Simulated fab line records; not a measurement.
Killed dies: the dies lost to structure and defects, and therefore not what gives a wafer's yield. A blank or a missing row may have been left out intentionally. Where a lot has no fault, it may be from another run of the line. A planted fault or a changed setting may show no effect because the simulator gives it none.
Split-lot study + flow n5 finfet + 21 wafers read from 7 lots, route of 1938 steps

THE SPLIT ITSELF
At N5_BEOL_M12_SPUTTER_44 (material Ta, target thk 10 nm, time 16.13 s), the setting time s was moved away from the recipe's 16.13 s on 6 of the 21 wafers read, by -11.3% to +13.0%. This setting was run at the recipe's value on the other wafers.

The reading is taken at the split's own step.

THE READING
Ta_of_BEOL_M12_SPUTTER_44.thk nm (the simulator's own value, which no gauge read), in nm, at N5_BEOL_M12_SPUTTER_44 (material Ta, target thk 10 nm, time 16.13 s). The file does not state a usual value for it. Average 9.9 nm, standard deviation 0.094 nm, over the 15 wafers here run with the recipe.

| wafer  | tool, chamber at the split | time s as run, s | against the recipe | Ta_of_BEOL_M12_SPUTTER_44.thk nm, nm | against lot-mates on the recipe |
|--------|----------------------------|------------------|--------------------|--------------------------------------|---------------------------------|
| L074.2 | pvd sputter-01, -          | 16.13            | recipe             | 10                                   | -                               |
| L074.3 | pvd sputter-01, -          | 16.13            | recipe             | 10                                   | -                               |
| L074.5 | pvd sputter-01, -          | 18.23            | +13.0%             | 11.2                                 | +1.2                            |
| L076.1 | pvd sputter-02, -          | 17.68            | +9.6%              | 10.8                                 | +0.8                            |
| L076.4 | pvd sputter-02, -          | 17.68            | +9.6%              | 10.8                                 | +0.8                            |
| L076.6 | pvd sputter-02, -          | 16.13            | recipe             | 10                                   | -                               |
| L077.1 | pvd sputter-02, -          | 17.83            | +10.5%             | 10.8                                 | +0.9                            |
| L077.4 | pvd sputter-02, -          | 16.13            | recipe             | 10                                   | -                               |
| L077.6 | pvd sputter-02, -          | 16.13            | recipe             | 9.8                                  | -                               |
| L081.3 | pvd sputter-03, -          | 15.35            | -4.8%              | 9.4                                  | -0.6                            |
| L081.4 | pvd sputter-03, -          | 16.13            | recipe             | 10                                   | -                               |
| L081.5 | pvd sputter-03, -          | 16.13            | recipe             | 10                                   | -                               |
| L092.1 | pvd sputter-01, -          | 16.13            | recipe             | 9.8                                  | -                               |
| L092.4 | pvd sputter-01, -          | 16.13            | recipe             | 9.8                                  | -                               |
| L092.6 | pvd sputter-01, -          | 14.3             | -11.3%             | 8.6                                  | -1.2                            |
| L094.2 | pvd sputter-03, -          | 16.13            | recipe             | 9.8                                  | -                               |
| L094.6 | pvd sputter-03, -          | 16.13            | recipe             | 9.8                                  | -                               |
| L094.5 | pvd sputter-03, -          | 16.13            | recipe             | 10                                   | -                               |
| L097.1 | pvd sputter-02, -          | 16.13            | recipe             | 10                                   | -                               |
| L097.3 | pvd sputter-02, -          | 16.13            | recipe             | 10                                   | -                               |
| L097.5 | pvd sputter-02, -          | 16.13            | recipe             | 10                                   | -                               |

FIT RESULTS
A straight line over all 21 wafers: Ta_of_BEOL_M12_SPUTTER_44.thk nm changes by +0.0984 nm for each +1% of time s; r = +0.98; the points scatter about the line by 0.1 nm.
The same after taking each lot's own level away (the mean of its wafers on the recipe; 21 wafers): +0.0935 nm for each +1%; r = +0.99; scatter 0.072 nm.
Per that fit: largest time s move, reading shift of 1.2 nm.
Across the lots, their own levels run from 9.80 to 10.00 nm, a range of 2.1 times the standard deviation given above.
The two slopes agree, so the slope changes little with the lot-to-lot level.
Check: for one of the wafers moved furthest among these (+13.0%), held out of the fit, the line's prediction against its lot-mates is +1.19 nm. It came out at +1.2 nm against them.

OTHER SPLITS ON THESE WAFERS
These wafers also went through other splits before the reading. Each is held against what the fit with the lots' levels taken away leaves over:
| other split on the same wafers    | wafers away from the commonest value | r with Ta_of_BEOL_M12_SPUTTER_44.thk nm (lot level and that fit taken away) |
|-----------------------------------|--------------------------------------|-----------------------------------------------------------------------------|
| N5_BEOL_M11_COAT_59 spin rpm      | 8                                    | +0.35                                                                       |
| N5_BEOL_M12_TRENCH_ETCH_34 time s | 9                                    | -0.17                                                                       |

FILE'S OWN FIT
Ta_of_BEOL_M12_SPUTTER_44.thk nm changes by +0.0939 nm for each +1% of time s, r = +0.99.
